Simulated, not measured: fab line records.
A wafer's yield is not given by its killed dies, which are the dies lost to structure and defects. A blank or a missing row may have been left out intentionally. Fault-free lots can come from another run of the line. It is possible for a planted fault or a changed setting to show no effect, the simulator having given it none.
fab line records	flow n5Finfet
record: lots: 24	wafers: 72	lastDay: 19
route steps=1938 shown MOL_CONTACT_COAG@544
lots that met no fault: taken from a fault-free run of the same line
startH: start of the lot's first displayed wafer, in hours after the record's first day	waitH: hours from the lot's prior step to this one	" same as the row above	L1.1+2: a single row standing in for several wafers	- value missing, or start not given	* or withheld: withheld	< > ~ a bound
route shown NAME@n: names a module that has steps shown in the file, with the first one's number in the route	usual: mean and standard deviation over wafers with no fault	same: alike in all rows	chamber/n: place in a boat	sites: readings site by site	_std_site: the values' standard deviation	_edge_site: mean of outer sites minus mean of inner sites	radiusMm: how far each site lies from the wafer's centre	mask NAME#n: copy n	behind: the last tool/chamber to shape the wafer	hold: why the lot went on hold/how many hours it stayed there/how the hold came to an end	device: whichever transistor did not switch (one of n, p or np)	end of line: the route-end tests of the same wafers	where a step has no rows: the recipe by itself	killed: not the wafer's yield, but the dies lost to structure and defects at the first sort	map: per-die view of a wafer (x killed, . not killed, _ where there is no die)
set.NAME: the run value of the setting; set.NAME@STEP: its run value at that earlier step	model.NAME: the simulator's own value behind a step, which no gauge read
a sample of lots followed through the steps of the route, with each step as a table and each wafer as a row
services: the hour from which a tool's chamber was out of use, counted from the record's first day as startH (under 0 if before that day), plus the number of hours and why
== steps ==
step: N5_MOL_CONTACT_COAG_ALD_20
recipe: material: TiN	targetThkA: 15	tempC: 400	aldPrecursorFamily: TiCl4	aldCoReactant: NH3	pulseTimeS: 1	purgeTimeS: 3	coReactantPurgeTimeS: 2	coReactantPulseTimeS: 2	aldCycles: 68	pressureTorr: 3
usual: chamberPressureTorr: 3.000/0.007	heaterPowerW: 890/77	precursorPulseHeightRel: 1.000/0.018
lot.wafer	tool	chamber	startH	waitH	chamberPressureTorr	heaterPowerW	precursorPulseHeightRel
L074.1	aldMetal-03	0	92.11	0.1	3.009	810	0.977
L074.4	"	3	"	"	2.997	855	1.010
L074.6	"	3	"	"	3.009	843	0.990
L075.2	aldMetal-03	0	99.40	0.1	3.007	787	0.990
L075.4	"	2	"	"	3.005	936	1.014
L075.5	"	3	"	"	3.002	871	1.041
L077.1	aldMetal-04	2	106.86	0.1	3.003	951	1.043
L077.2	"	3	"	"	2.995	771	0.999
L077.4	"	0	"	"	2.993	947	1.013
L078.1	aldMetal-03	3	113.78	0.1	2.996	861	0.995
L078.2	"	2	"	"	3.007	938	0.990
L078.4	"	0	"	"	2.996	805	0.991
L079.1	aldMetal-04	1	117.50	0.1	3.004	937	0.992
L079.4	"	2	"	"	2.995	958	0.964
L079.6	"	0	"	"	2.998	971	0.981
L080.2	aldMetal-03	1	126.84	0.1	3.001	956	1.011
L080.3	"	0	"	"	2.997	813	0.980
L080.4	"	3	"	"	3.000	869	1.017
L081.3	aldMetal-04	2	131.38	0.1	3.015	957	0.997
L081.4	"	0	"	"	2.992	953	0.990
L081.6	"	1	"	"	2.994	935	1.003
L082.3	aldMetal-03	3	140.98	0.1	2.993	870	1.018
L082.4	"	2	"	"	3.006	936	1.005
L082.6	"	1	"	"	2.992	945	1.006
L083.2	aldMetal-04	0	144.37	0.1	2.997	946	1.017
L083.5	"	0	"	"	2.994	979	1.006
L083.6	"	1	"	"	3.002	941	0.985
L084.1	aldMetal-03	2	151.10	0.1	2.998	953	0.990
L084.3	"	1	"	"	3.001	934	0.983
L084.5	"	1	"	"	3.003	953	1.011
L085.2	aldMetal-03	2	155.28	0.1	2.993	933	0.984
L085.4	"	0	"	"	2.999	801	0.997
L085.6	"	0	"	"	2.997	818	0.987
L086.1	aldMetal-03	1	160.28	0.1	3.000	947	1.001
L086.2	"	2	"	"	3.010	947	0.984
L086.3	"	0	"	"	3.009	820	1.010
L087.1	aldMetal-04	1	165.04	0.1	3.006	943	1.013
L087.2	"	2	"	"	2.985	972	0.998
L087.5	"	2	"	"	3.000	951	0.969
L088.1	aldMetal-03	2	171.27	0.1	3.011	938	1.001
L088.4	"	0	"	"	3.001	794	1.031
L088.5	"	0	"	"	2.994	794	0.993
L089.1	aldMetal-03	2	177.49	0.1	3.002	945	1.072
L089.4	"	3	"	"	3.004	850	1.010
L089.6	"	2	"	"	2.995	934	0.985
L090.1	aldMetal-02	2	187.03	0.1	2.992	835	1.027
L090.5	"	2	"	"	3.006	857	1.018
L090.6	"	1	"	"	2.993	847	1.005
L091.1	aldMetal-03	1	192.05	0.1	3.001	972	1.002
L091.2	"	3	"	"	3.004	863	1.010
L091.4	"	2	"	"	3.010	935	0.996
L092.2	aldMetal-03	3	196.10	0.1	2.999	850	1.006
L092.4	"	1	"	"	3.000	965	1.030
L092.5	"	3	"	"	3.001	838	0.994
L093.2	aldMetal-03	3	209.04	0.1	2.993	854	1.003
L093.4	"	0	"	"	3.006	813	1.030
L093.6	"	2	"	"	2.988	933	0.970
L076.2	aldMetal-04	1	209.24	0.1	3.000	904	1.001
L076.3	"	2	"	"	2.999	954	0.975
L076.5	"	3	"	"	3.002	771	1.001
L094.4	aldMetal-02	2	214.89	0.1	3.003	824	0.978
L094.5	"	0	"	"	2.991	993	1.041
L094.6	"	1	"	"	3.018	836	0.971
L095.1	aldMetal-03	1	223.10	0.1	3.002	947	1.009
L095.3	"	0	"	"	3.009	826	1.007
L095.6	"	1	"	"	2.996	971	0.981
L097.1	aldMetal-03	1	227.84	0.1	2.997	970	0.992
L097.3	"	0	"	"	3.009	807	1.001
L097.6	"	0	"	"	3.000	830	1.004
L096.1	aldMetal-02	0	230.49	0.1	2.994	1032	0.990
L096.3	"	3	"	"	3.012	635	1.021
L096.4	"	1	"	"	2.996	830	0.993
step: N5_MOL_CONTACT_COAG_SIL_ANNEAL_21
recipe: tempC: 550	timeS: 60	ambient: N2
usual: lampPowerPct: 6.8/0.36	wafer_temp_C_max: 552.5/0.67
same: timeS: 60
lot.wafer	tool	chamber	startH	waitH	lampPowerPct	wafer_temp_C_max
L074.1	rtpAnneal-02	0	92.48	0.2	6.3	551.7
L074.4	"	0	"	"	6.3	552.2
L074.6	"	0	"	"	6.3	552.4
L075.2	rtpAnneal-01	0	99.87	0.3	7.1	553.2
L075.4	"	0	"	"	7.1	553.4
L075.5	"	0	"	"	7.1	553.4
L077.1	rtpAnneal-01	0	107.23	0.2	7.1	552.9
L077.2	"	0	"	"	7.1	552.9
L077.4	"	0	"	"	7.1	554.2
L078.1	rtpAnneal-01	0	114.16	0.2	7.1	552.5
L078.2	"	0	"	"	7.1	552.7
L078.4	"	0	"	"	7.1	552.8
L079.1	rtpAnneal-01	0	117.99	0.3	7.1	553.5
L079.4	"	0	"	"	7.1	552.4
L079.6	"	0	"	"	7.1	552.8
L080.2	rtpAnneal-02	0	127.25	0.2	6.3	552.3
L080.3	"	0	"	"	6.3	551.3
L080.4	"	0	"	"	6.3	550.7
L081.3	rtpAnneal-02	0	131.81	0.3	6.3	552.4
L081.4	"	0	"	"	6.3	552.9
L081.6	"	0	"	"	6.3	552.1
L082.3	rtpAnneal-02	0	141.44	0.3	6.3	552.2
L082.4	"	0	"	"	6.3	551.4
L082.6	"	0	"	"	6.3	551.3
L083.2	rtpAnneal-02	0	144.83	0.3	6.3	551.6
L083.5	"	0	"	"	6.3	552.4
L083.6	"	0	"	"	6.3	551.5
L084.1	rtpAnneal-01	0	151.47	0.2	7.1	552.1
L084.3	"	0	"	"	7.1	553.5
L084.5	"	0	"	"	7.1	552.9
L085.2	rtpAnneal-01	0	155.68	0.2	7.1	552.3
L085.4	"	0	"	"	7.1	551.9
L085.6	"	0	"	"	7.1	552.6
L086.1	rtpAnneal-01	0	160.66	0.2	7.1	552.4
L086.2	"	0	"	"	7.1	552.9
L086.3	"	0	"	"	7.1	552.3
L087.1	rtpAnneal-01	0	165.56	0.3	7.1	553.3
L087.2	"	0	"	"	7.1	552.7
L087.5	"	0	"	"	7.1	554.3
L088.1	rtpAnneal-01	0	171.69	0.2	7.1	553.1
L088.4	"	0	"	"	7.1	553.0
L088.5	"	0	"	"	7.1	552.7
L089.1	rtpAnneal-02	0	177.86	0.2	6.3	551.7
L089.4	"	0	"	"	6.3	552.4
L089.6	"	0	"	"	6.3	551.8
L090.1	rtpAnneal-02	0	187.59	0.4	6.3	552.0
L090.5	"	0	"	"	6.3	552.0
L090.6	"	0	"	"	6.3	552.0
L091.1	rtpAnneal-02	0	192.42	0.2	6.3	552.0
L091.2	"	0	"	"	6.3	551.5
L091.4	"	0	"	"	6.3	551.7
L092.2	rtpAnneal-01	0	196.51	0.2	7.1	553.4
L092.4	"	0	"	"	7.1	552.3
L092.5	"	0	"	"	7.1	552.4
L093.2	rtpAnneal-01	0	209.50	0.3	7.1	552.6
L093.4	"	0	"	"	7.1	553.2
L093.6	"	0	"	"	7.1	552.7
L076.2	rtpAnneal-01	0	209.68	0.3	7.1	553.2
L076.3	"	0	"	"	7.1	552.8
L076.5	"	0	"	"	7.1	552.3
L094.4	rtpAnneal-01	0	215.36	0.3	7.1	553.2
L094.5	"	0	"	"	7.1	552.4
L094.6	"	0	"	"	7.1	553.7
L095.1	rtpAnneal-01	0	223.50	0.2	7.1	552.8
L095.3	"	0	"	"	7.1	553.3
L095.6	"	0	"	"	7.1	552.9
L097.1	rtpAnneal-01	0	228.23	0.2	7.1	552.7
L097.3	"	0	"	"	7.1	552.0
L097.6	"	0	"	"	7.1	552.9
L096.1	rtpAnneal-01	0	230.87	0.2	7.1	552.0
L096.3	"	0	"	"	7.1	552.1
L096.4	"	0	"	"	7.1	551.5
step: N5_MOL_CONTACT_COAG_ETCH_66
recipe: chemistry: CF4	target: SiARC	targetDepthA: 130	maskMaterial: CAR-EUV	timeS: 21.7	ionEnergyEv: 80	pressureMtorr: 40	sourceW: 545	biasW: 36	Ar_flow_sccm: 100	cf4FlowSccm: 100	ends: cleared
usual: cf4FlowSccm: 100.0/0.32	chamberPressureMTorr: 40.00/0.084	drypumpMotorCurrentA: 5.6/0.35	etchRfOnTimeS: 21.9/0.55	oesProductAu: 0.66/0.06	rfVppV: 184.4/1.1	showerheadPlenumPTorr: 2.17/0.052	throttleValvePct: 15.66/0.28
lot.wafer	tool	chamber	startH	waitH	cf4FlowSccm	chamberPressureMTorr	drypumpMotorCurrentA	etchRfOnTimeS	oesProductAu	rfHoursCounterH	rfVppV	showerheadPlenumPTorr	throttleValvePct
L074.1	rieDiel-03	3	105.39	0.0	100.1	39.97	5.1	21.8	0.64	137	184.9	2.15	15.64
L074.4	"	2	"	"	99.8	39.09	6.2	22.7	0.61	176	183.5	2.12	15.66
L074.6	"	1	"	"	99.6	40.02	5.8	22.2	0.67	-	183.7	2.17	15.51
L075.2	rieDiel-03	0	107.97	0.0	99.9	39.98	5.3	22.2	0.59	225	184.4	2.20	16.04
L075.4	"	3	"	"	99.7	40.01	5.1	21.8	0.64	137	184.4	2.15	15.63
L075.5	"	3	"	"	99.9	39.99	5.1	21.8	0.64	-	184.7	2.15	15.64
L077.1	rieDiel-01	1	116.48	0.0	100.2	39.94	5.5	21.4	0.67	153	185.3	2.23	15.80
L077.2	"	2	"	"	100.3	40.02	5.7	22.3	0.59	210	185.0	2.21	15.97
L077.4	"	2	"	"	100.2	40.02	5.7	22.3	0.59	-	183.6	2.21	15.97
L078.1	rieDiel-03	1	128.30	0.0	99.9	40.01	5.8	22.4	0.66	98	183.5	2.17	15.53
L078.2	"	2	"	"	99.6	39.99	6.3	22.7	0.62	185	184.1	2.12	15.66
L078.4	"	3	"	"	99.8	40.01	5.2	22.0	0.63	144	184.8	2.15	15.63
L079.1	rieDiel-06	1	132.34	0.0	99.9	40.06	5.6	21.9	0.62	212	185.4	2.19	15.99
L079.4	"	3	"	"	100.4	39.99	5.1	21.7	0.62	163	185.5	2.24	16.06
L079.6	"	0	"	"	100.0	39.93	5.9	21.5	0.73	-	182.6	2.09	15.36
L080.2	rieDiel-01	0	136.13	0.0	100.5	40.02	5.7	21.6	0.74	43	185.9	2.26	15.15
L080.3	"	2	"	"	100.5	39.94	5.7	22.7	0.59	216	185.2	2.21	15.98
L080.4	"	1	"	"	100.2	40.03	5.5	21.5	0.66	160	185.2	2.23	15.80
L081.3	rieDiel-06	3	143.47	0.0	100.6	40.02	5.1	21.6	0.62	167	183.5	2.24	16.05
L081.4	"	2	"	"	99.8	39.97	5.5	21.2	0.71	72	185.1	2.16	15.57
L081.6	"	1	"	"	100.7	40.00	5.6	21.5	0.62	-	185.3	2.19	15.97
L082.3	rieDiel-03	1	150.40	0.0	100.0	39.96	5.8	22.3	0.66	106	183.6	2.17	15.54
L082.4	"	2	"	"	100.1	39.98	6.3	23.0	0.61	193	184.3	2.12	15.68
L082.6	"	3	"	"	99.3	40.01	5.1	22.0	0.63	-	184.5	2.15	15.67
L083.2	rieDiel-06	1	153.24	0.0	100.4	39.97	5.6	21.8	0.61	219	184.2	2.19	15.99
L083.5	"	3	"	"	100.3	40.04	5.1	21.5	0.62	-	183.7	2.24	16.07
L083.6	"	1	"	"	100.2	40.01	5.7	21.6	0.62	-	184.9	2.19	15.98
L084.1	rieDiel-01	1	161.11	0.0	99.8	40.08	5.5	21.7	0.66	169	185.6	2.23	15.81
L084.3	"	2	"	"	99.5	39.97	5.7	22.7	0.58	225	185.8	2.21	16.01
L084.5	"	0	"	"	100.4	40.00	5.7	21.2	0.74	-	185.1	2.25	15.19
L085.2	rieDiel-01	0	168.61	0.0	99.8	40.01	5.7	20.8	0.74	54	185.3	2.25	15.18
L085.4	"	2	"	"	99.9	39.98	5.7	22.6	0.58	227	185.5	2.20	16.00
L085.6	"	3	"	"	100.1	39.94	5.5	22.3	0.75	-	183.3	2.10	15.24
L086.1	rieDiel-01	3	170.52	0.0	99.9	40.00	5.5	22.4	0.75	36	182.2	2.10	15.25
L086.2	"	2	"	"	99.9	40.01	5.7	22.8	0.58	228	186.1	2.20	16.00
L086.3	"	1	"	"	99.8	40.08	5.5	21.4	0.65	172	183.4	2.23	15.83
L087.1	rieDiel-01	2	175.69	0.0	100.5	40.09	5.7	22.6	0.57	229	186.1	2.20	16.00
L087.2	"	0	"	"	99.1	40.01	5.8	21.0	0.73	57	185.2	2.25	15.18
L087.5	"	0	"	"	99.3	39.97	5.7	21.0	0.74	-	186.8	2.25	15.18
L088.1	rieDiel-06	0	180.71	0.0	100.1	39.97	5.9	21.6	0.71	75	184.8	2.08	15.41
L088.4	"	1	"	"	99.8	40.04	5.6	21.7	0.61	228	186.3	2.19	16.02
L088.5	"	0	"	"	99.7	40.04	5.9	21.4	0.72	-	182.6	2.08	15.40
L089.1	rieDiel-03	3	187.78	0.0	99.7	40.05	5.1	21.8	0.62	165	183.7	2.14	15.69
L089.4	"	0	"	"	99.6	39.97	5.3	22.2	0.58	248	185.8	2.19	16.09
L089.6	"	3	"	"	100.2	39.97	5.1	21.8	0.62	-	184.6	2.15	15.68
L090.1	rieDiel-03	3	196.23	0.0	100.0	39.94	5.1	21.7	0.62	169	183.6	2.14	15.69
L090.5	"	3	"	"	100.0	39.98	5.2	21.7	0.62	-	185.8	2.14	15.69
L090.6	"	1	"	"	100.0	40.00	5.8	21.8	0.66	-	184.6	2.16	15.57
L091.1	rieDiel-06	3	201.94	0.0	99.9	39.92	5.1	21.6	0.60	187	186.0	2.23	16.09
L091.2	"	1	"	"	99.3	39.99	5.6	21.8	0.61	235	183.4	2.19	16.02
L091.4	"	2	"	"	99.9	39.99	5.5	21.2	0.70	86	185.0	2.16	15.60
L092.2	rieDiel-06	0	207.06	0.0	100.3	40.09	5.9	21.1	0.72	84	183.1	2.08	15.41
L092.4	"	1	"	"	99.9	40.10	5.6	21.4	0.61	237	183.2	2.18	16.02
L092.5	"	2	"	"	99.8	39.99	5.5	21.2	0.70	-	185.6	2.16	15.61
L093.2	rieDiel-03	0	218.94	0.0	99.8	39.98	5.3	22.0	0.79	6	184.3	2.19	15.57
L093.4	"	2	"	"	100.0	40.01	6.3	23.1	0.59	219	184.1	2.11	15.75
L093.6	"	2	"	"	100.4	39.97	6.3	23.0	0.59	-	184.4	2.11	15.74
L076.2	rieDiel-03	1	220.61	0.0	99.6	39.96	5.8	22.2	0.64	133	185.1	2.16	15.59
L076.3	"	2	"	"	100.5	40.05	6.2	23.0	0.59	220	183.6	2.11	15.74
L076.5	"	3	"	"	100.3	39.97	5.2	22.2	0.61	-	181.6	2.14	15.72
L094.4	rieDiel-06	0	225.39	0.0	99.8	39.96	5.9	21.1	0.71	90	184.0	2.08	15.44
L094.5	"	3	"	"	100.3	40.02	5.1	21.5	0.61	-	185.6	2.23	16.09
L094.6	"	2	"	"	100.0	40.02	5.5	21.2	0.69	-	185.5	2.15	15.62
L095.1	rieDiel-03	3	232.66	0.0	100.3	39.98	5.1	22.0	0.61	183	184.9	2.14	15.72
L095.3	"	2	"	"	100.2	40.04	6.3	23.1	0.59	223	183.8	2.11	15.75
L095.6	"	1	"	"	100.4	39.97	5.8	22.0	0.64	-	185.7	2.16	15.60
L097.1	rieDiel-01	1	238.19	0.0	100.0	40.01	5.5	21.6	0.64	198	184.9	2.22	15.89
L097.3	"	0	"	"	100.3	40.05	5.7	21.6	0.71	80	184.6	2.24	15.24
L097.6	"	3	"	"	99.9	39.97	5.5	22.6	0.71	-	183.3	2.09	15.30
L096.1	rieDiel-03	0	242.49	0.0	99.9	40.00	5.3	22.3	0.76	15	185.1	2.19	15.61
L096.3	"	2	"	"	100.0	40.06	6.3	22.9	0.59	228	183.3	2.11	15.75
L096.4	"	1	"	"	99.9	40.02	5.8	22.3	0.63	141	182.3	2.15	15.62
step: N5_MOL_CONTACT_COAG_CVD_140
recipe: material: W	targetThkA: 665	mode: selectiveFill	tempC: 300	timeS: 215
usual: heaterPowerW: 487/43
same: timeS: 215
lot.wafer	tool	chamber	startH	waitH	heaterPowerW
L074.1	cvdW-01	0	106.51	0.1	434
L074.4	"	0	"	"	430
L074.6	"	1	"	"	530
L075.2	cvdW-01	1	108.95	0.1	509
L075.4	"	1	"	"	503
L075.5	"	0	"	"	427
L077.1	cvdW-01	0	117.38	0.1	427
L077.2	"	1	"	"	526
L077.4	"	1	"	"	520
L078.1	cvdW-01	1	129.20	0.1	546
L078.2	"	0	"	"	432
L078.4	"	0	"	"	422
L079.1	cvdW-01	1	133.24	0.1	530
L079.4	"	1	"	"	515
L079.6	"	0	"	"	421
L080.2	cvdW-01	0	137.02	0.1	420
L080.3	"	1	"	"	523
L080.4	"	0	"	"	423
L081.3	cvdW-01	0	145.13	0.1	432
L081.4	"	1	"	"	519
L081.6	"	1	"	"	520
L082.3	cvdW-02	1	151.41	0.1	472
L082.4	"	0	"	"	526
L082.6	"	0	"	"	523
L083.2	cvdW-01	1	154.20	0.1	517
L083.5	"	1	"	"	526
L083.6	"	0	"	"	429
L084.1	cvdW-02	1	162.64	0.1	471
L084.3	"	1	"	"	465
L084.5	"	1	"	"	465
L085.2	cvdW-02	1	169.52	0.1	458
L085.4	"	0	"	"	533
L085.6	"	0	"	"	516
L086.1	cvdW-01	1	171.51	0.1	532
L086.2	"	1	"	"	530
L086.3	"	1	"	"	512
L087.1	cvdW-01	1	176.68	0.1	535
L087.2	"	1	"	"	523
L087.5	"	1	"	"	525
L088.1	cvdW-01	1	181.95	0.1	524
L088.4	"	1	"	"	520
L088.5	"	1	"	"	538
L089.1	cvdW-01	1	188.77	0.1	534
L089.4	"	0	"	"	439
L089.6	"	0	"	"	427
L090.1	cvdW-01	0	197.13	0.1	431
L090.5	"	1	"	"	536
L090.6	"	0	"	"	437
L091.1	cvdW-01	1	202.84	0.1	529
L091.2	"	0	"	"	429
L091.4	"	1	"	"	522
L092.2	cvdW-01	1	210.16	0.1	516
L092.4	"	1	"	"	519
L092.5	"	0	"	"	447
L093.2	cvdW-01	1	219.84	0.1	517
L093.4	"	1	"	"	515
L093.6	"	1	"	"	512
L076.2	cvdW-02	1	221.52	0.1	474
L076.3	"	1	"	"	478
L076.5	"	0	"	"	522
L094.4	cvdW-01	0	226.37	0.1	431
L094.5	"	0	"	"	434
L094.6	"	1	"	"	540
L095.1	cvdW-02	0	234.14	0.1	520
L095.3	"	0	"	"	521
L095.6	"	1	"	"	470
L097.1	cvdW-01	0	239.30	0.1	431
L097.3	"	0	"	"	434
L097.6	"	1	"	"	518
L096.1	cvdW-02	1	243.41	0.1	485
L096.3	"	1	"	"	475
L096.4	"	0	"	"	539
step: N5_MOL_CONTACT_COAG_THK_MEAS_53
recipe: reads: SiO2_of_MOL_CONTACT_COAG_PECVD_31
usual: VIA_MOL_THK: 44.1/0.59
lot.wafer	tool	chamber	startH	waitH	VIA_MOL_THK[nm]
L074.1	filmMetro-01	-	107.14	-	43.2
L074.4	"	-	"	"	43.6
L074.6	"	-	"	"	43.7
L075.2	filmMetro-02	-	109.57	-	44.2
L075.4	"	-	"	"	45.4
L075.5	"	-	"	"	44.7
L077.1	filmMetro-01	-	117.99	-	44.0
L077.2	"	-	"	"	43.6
L077.4	"	-	"	"	44.7
L078.1	filmMetro-01	-	129.81	-	44.1
L078.2	"	-	"	"	43.7
L078.4	"	-	"	"	44.0
L079.1	filmMetro-02	-	133.86	-	43.9
L079.4	"	-	"	"	44.5
L079.6	"	-	"	"	44.5
L080.2	filmMetro-01	-	137.64	-	43.5
L080.3	"	-	"	"	43.6
L080.4	"	-	"	"	44.1
L081.3	filmMetro-02	-	145.67	-	44.1
L081.4	"	-	"	"	44.3
L081.6	"	-	"	"	44.5
L082.3	filmMetro-02	-	151.95	-	43.8
L082.4	"	-	"	"	44.4
L082.6	"	-	"	"	44.8
L083.2	filmMetro-01	-	154.82	-	44.5
L083.5	"	-	"	"	45.0
L083.6	"	-	"	"	44.5
L084.1	filmMetro-01	-	163.52	-	43.8
L084.3	"	-	"	"	43.6
L084.5	"	-	"	"	44.3
L085.2	filmMetro-02	-	170.13	-	44.1
L085.4	"	-	"	"	44.7
L085.6	"	-	"	"	45.1
L086.1	filmMetro-01	-	172.36	-	43.3
L086.2	"	-	"	"	44.3
L086.3	"	-	"	"	43.8
L087.1	filmMetro-02	-	177.56	-	43.9
L087.2	"	-	"	"	43.6
L087.5	"	-	"	"	43.7
L088.1	filmMetro-01	-	182.81	-	44.6
L088.4	"	-	"	"	45.1
L088.5	"	-	"	"	45.2
L089.1	filmMetro-02	-	189.38	-	43.3
L089.4	"	-	"	"	43.9
L089.6	"	-	"	"	44.6
L090.1	filmMetro-01	-	197.75	-	43.2
L090.5	"	-	"	"	44.4
L090.6	"	-	"	"	44.0
L091.1	filmMetro-02	-	203.45	-	43.3
L091.2	"	-	"	"	43.3
L091.4	"	-	"	"	43.6
L092.2	filmMetro-02	-	210.80	-	44.3
L092.4	"	-	"	"	44.7
L092.5	"	-	"	"	43.8
L093.2	filmMetro-02	-	220.64	-	43.0
L093.4	"	-	"	"	43.7
L093.6	"	-	"	"	43.3
L076.2	filmMetro-02	-	222.14	-	43.8
L076.3	"	-	"	"	43.9
L076.5	"	-	"	"	45.3
L094.4	filmMetro-02	-	226.98	-	44.0
L094.5	"	-	"	"	44.0
L094.6	"	-	"	"	44.7
L095.1	filmMetro-02	-	234.75	-	44.1
L095.3	"	-	"	"	43.9
L095.6	"	-	"	"	44.7
L097.1	filmMetro-02	-	239.91	-	43.6
L097.3	"	-	"	"	44.1
L097.6	"	-	"	"	44.9
L096.1	filmMetro-02	-	244.03	-	43.3
L096.3	"	-	"	"	44.2
L096.4	"	-	"	"	44.2
step: N5_MOL_CONTACT_COAG_INSPECT_97
recipe: inspectInstrument: darkfield	mode: postAnneal
usual: rawDefectCount: 46/20
lot.wafer	tool	chamber	startH	waitH	rawDefectCount
L074.1	defectInspect-01	-	110.19	0.0	36
L074.4	"	-	"	"	51
L074.6	"	-	"	"	23
L075.2	defectInspect-01	-	113.23	0.1	87
L075.4	"	-	"	"	44
L075.5	"	-	"	"	44
L077.1	defectInspect-02	-	121.04	0.0	30
L077.2	"	-	"	"	33
L077.4	"	-	"	"	54
L078.1	defectInspect-02	-	132.86	0.0	53
L078.2	"	-	"	"	44
L078.4	"	-	"	"	63
L079.1	defectInspect-01	-	136.91	0.0	34
L079.4	"	-	"	"	44
L079.6	"	-	"	"	33
L080.2	defectInspect-02	-	140.72	0.1	32
L080.3	"	-	"	"	55
L080.4	"	-	"	"	63
L081.3	defectInspect-02	-	148.76	0.1	51
L081.4	"	-	"	"	40
L081.6	"	-	"	"	47
L082.3	defectInspect-01	-	155.05	0.1	56
L082.4	"	-	"	"	49
L082.6	"	-	"	"	64
L083.2	defectInspect-02	-	158.03	0.1	89
L083.5	"	-	"	"	30
L083.6	"	-	"	"	44
L084.1	defectInspect-01	-	166.57	0.0	53
L084.3	"	-	"	"	42
L084.5	"	-	"	"	55
L085.2	defectInspect-02	-	173.20	0.0	67
L085.4	"	-	"	"	35
L085.6	"	-	"	"	32
L086.1	defectInspect-01	-	176.18	0.0	61
L086.2	"	-	"	"	106
L086.3	"	-	"	"	81
L087.1	defectInspect-01	-	180.61	0.0	34
L087.2	"	-	"	"	44
L087.5	"	-	"	"	28
L088.1	defectInspect-01	-	185.86	0.0	45
L088.4	"	-	"	"	28
L088.5	"	-	"	"	40
L089.1	defectInspect-01	-	192.43	0.0	32
L089.4	"	-	"	"	18
L089.6	"	-	"	"	21
L090.1	defectInspect-02	-	200.81	0.0	54
L090.5	"	-	"	"	24
L090.6	"	-	"	"	39
L091.1	defectInspect-01	-	206.51	0.0	25
L091.2	"	-	"	"	58
L091.4	"	-	"	"	30
L092.2	defectInspect-02	-	213.87	0.0	28
L092.4	"	-	"	"	30
L092.5	"	-	"	"	28
L093.2	defectInspect-02	-	223.72	0.1	28
L093.4	"	-	"	"	46
L093.6	"	-	"	"	48
L076.2	defectInspect-02	-	226.71	0.0	38
L076.3	"	-	"	"	35
L076.5	"	-	"	"	34
L094.4	defectInspect-01	-	230.10	0.1	40
L094.5	"	-	"	"	45
L094.6	"	-	"	"	47
L095.1	defectInspect-01	-	237.80	0.0	80
L095.3	"	-	"	"	80
L095.6	"	-	"	"	61
L097.1	defectInspect-01	-	242.97	0.0	29
L097.3	"	-	"	"	30
L097.6	"	-	"	"	25
L096.1	defectInspect-02	-	247.08	0.0	56
L096.3	"	-	"	"	85
L096.4	"	-	"	"	123
== services ==
tool	chamber	startH	hours	kind
rieDiel-01	2	87.98	4.9	repair
aldMetal-03	-	104.20	1.1	repair
rieDiel-01	3	105.08	9.1	repair
rieDiel-01	0	113.19	5.2	repair
rieDiel-06	2	113.32	8.0	repair
cvdW-02	1	125.33	14.3	repair
cvdW-02	-	132.16	0.5	repair
cvdW-02	-	139.69	6.0	pm
rieDiel-06	2	144.85	12.2	repair
cvdW-02	-	146.96	2.8	pm
cvdW-02	0	157.76	6.0	repair
aldMetal-04	-	164.03	1.0	repair
rieDiel-03	0	170.10	5.9	repair
cvdW-01	0	170.54	13.6	repair
aldMetal-02	3	182.24	6.9	repair
rtpAnneal-01	-	185.88	2.8	pm
rieDiel-03	0	190.51	-	clean
cvdW-01	0	196.29	-	calibration
rieDiel-01	0	198.22	3.0	repair
aldMetal-02	-	203.27	8.7	pm
aldMetal-04	-	215.31	0.4	repair
rieDiel-06	-	232.17	14.6	pm
cvdW-02	-	234.61	0.9	repair
cvdW-02	-	236.23	4.3	pm
== key ==
fault none
